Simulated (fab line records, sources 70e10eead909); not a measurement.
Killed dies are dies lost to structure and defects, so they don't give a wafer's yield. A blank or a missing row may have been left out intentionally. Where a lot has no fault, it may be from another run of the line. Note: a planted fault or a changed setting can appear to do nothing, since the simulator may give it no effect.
Matching of chambers | flow nandHarc | rieDiel-12 running NHARC_P_M0_ETCH_34: 4 sister chambers
The step etches the open film in N2/H2, target depth 40 nm, overetch 12 nm, time 43.94 s. 4 wafers are shown with their chamber, then 12 later ones without.

## WAFERS WITH THEIR CHAMBER
wafer  | chamber | showerheadPlenumPTorr (Torr)
L084.4 | 0       | 2.03
L087.4 | 3       | 1.96
L090.1 | 1       | 1.95
L090.6 | 2       | 2.07

## WAFERS WHOSE CHAMBER IS MISSING
wafer  | showerheadPlenumPTorr (Torr)
L091.2 | 2.07
L091.3 | 2.02
L091.6 | 2.02
L092.2 | 2.02
L092.4 | 1.95
L092.5 | 2.02
L094.1 | 2.07
L094.4 | 1.95
L094.6 | 1.95
L096.1 | 2.02
L096.4 | 2.07
L096.6 | 1.95

## WHICH CHAMBER EACH WENT THROUGH
wafer  | from the rows above     | in truth
L091.2 | 2                       | 2
L091.3 | 0                       | 0
L091.6 | 0                       | 0
L092.2 | 0                       | 0
L092.4 | can't be placed: 1 or 3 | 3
L092.5 | 0                       | 0
L094.1 | 2                       | 2
L094.4 | can't be placed: 1 or 3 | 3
L094.6 | can't be placed: 1 or 3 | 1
L096.1 | 0                       | 0
L096.4 | 2                       | 2
L096.6 | can't be placed: 1 or 3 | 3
Placed correctly: 8 of 12. These rows do not allow placing 4 (true chamber among the candidates in 4). Placed wrongly: 0.
How it was worked out, from the rows above alone: a wafer's distance from a chamber is the root of the sum, over the readings, of the square of ((its reading less the chamber's mean) divided by the reading's scatter). If the next closest chamber is less than 2 further off than the closest, the wafer can't be placed; otherwise it belongs to the closest. For every chamber, the mean is computed from those of its wafers that are shown. The scatter: with one shown wafer a chamber, the root of the mean of the squares of how far each hidden wafer lies from its nearest shown one.
